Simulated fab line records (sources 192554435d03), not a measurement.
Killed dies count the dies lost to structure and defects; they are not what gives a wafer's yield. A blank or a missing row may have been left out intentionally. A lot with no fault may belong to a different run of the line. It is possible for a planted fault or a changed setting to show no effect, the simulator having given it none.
Matching of chambers + flow n5Finfet + N5_BEOL_M10_STRIP_19 on rieDiel-01: 4 sister chambers
The step strips in O2. 18 wafers are shown with their chamber, then 9 later ones without.

## WAFERS, EACH WITH ITS CHAMBER
| wafer  | chamber | drypumpMotorCurrentA (A) | throttleValvePct (%) | showerheadPlenumPTorr (Torr) |
|--------|---------|--------------------------|----------------------|------------------------------|
| L078.3 | 1       | 5.64                     | 16.74                | 1.98                         |
| L078.4 | 1       | 5.64                     | 16.75                | 1.98                         |
| L078.6 | 0       | 5.30                     | 16.70                | 2.15                         |
| L076.3 | 1       | 5.63                     | 16.77                | 1.98                         |
| L076.4 | 1       | 5.64                     | 16.77                | 1.98                         |
| L076.5 | 0       | 5.34                     | 16.71                | 2.15                         |
| L081.4 | 3       | 5.26                     | 16.47                | 2.02                         |
| L081.5 | 0       | 5.34                     | 16.74                | 2.14                         |
| L081.6 | 2       | 5.76                     | 16.84                | 1.98                         |
| L083.1 | 3       | 5.24                     | 16.44                | 2.02                         |
| L083.4 | 3       | 5.27                     | 16.49                | 2.02                         |
| L083.5 | 0       | 5.34                     | 16.73                | 2.14                         |
| L088.1 | 1       | 5.63                     | 16.29                | 2.24                         |
| L088.3 | 2       | 5.75                     | 16.87                | 1.98                         |
| L088.5 | 2       | 5.74                     | 16.85                | 1.98                         |
| L087.2 | 3       | 5.25                     | 16.52                | 2.01                         |
| L087.3 | 2       | 5.78                     | 16.86                | 1.98                         |
| L087.4 | 1       | 5.62                     | 16.29                | 2.24                         |

SIGNATURES (means of the wafers above)
| reading               | chamber 0 | chamber 1 | chamber 2 | chamber 3 | scatter within a chamber |
|-----------------------|-----------|-----------|-----------|-----------|--------------------------|
| drypumpMotorCurrentA  | 5.3300    | 5.6333    | 5.7575    | 5.2550    | 0.0144                   |
| throttleValvePct      | 16.7200   | 16.6017   | 16.8550   | 16.4800   | 0.146                    |
| showerheadPlenumPTorr | 2.1450    | 2.0667    | 1.9800    | 2.0175    | 0.0803                   |
Rule: for a wafer and a chamber, the distance is found by dividing, reading by reading, the gap between the wafer's reading and the chamber's mean by the reading's scatter, squaring, summing and taking the root. If the next closest chamber is less than 2 further off than the closest, the wafer can't be placed; otherwise it belongs to the closest. How the scatter is found: for the shown wafers, subtract from each reading the mean of its chamber, square and add these, divide the total by (wafers less chambers), then take the root.

## WAFERS MISSING THEIR CHAMBER
| wafer  | drypumpMotorCurrentA (A) | throttleValvePct (%) | showerheadPlenumPTorr (Torr) |
|--------|--------------------------|----------------------|------------------------------|
| L094.2 | 5.25                     | 16.53                | 2.01                         |
| L094.3 | 5.35                     | 16.26                | 2.13                         |
| L094.4 | 5.25                     | 16.55                | 2.00                         |
| L097.2 | 5.65                     | 16.35                | 2.23                         |
| L097.4 | 5.64                     | 16.34                | 2.23                         |
| L097.6 | 5.31                     | 16.29                | 2.13                         |
| L095.3 | 5.65                     | 16.35                | 2.23                         |
| L095.4 | 5.77                     | 16.42                | 2.23                         |
| L095.5 | 5.25                     | 16.55                | 2.00                         |

## EACH ONE'S CHAMBER
| wafer  | from the rows above     | in truth |
|--------|-------------------------|----------|
| L094.2 | 3                       | 3        |
| L094.3 | 0                       | 0        |
| L094.4 | 3                       | 3        |
| L097.2 | 1                       | 1        |
| L097.4 | 1                       | 1        |
| L097.6 | can't be placed: 0 or 3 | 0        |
| L095.3 | 1                       | 1        |
| L095.4 | 2                       | 2        |
| L095.5 | 3                       | 3        |
Placed correctly: 8 of 9. Can't be placed from these rows: 1 (the true chamber is among the candidates in 1). Wrongly placed: 0.
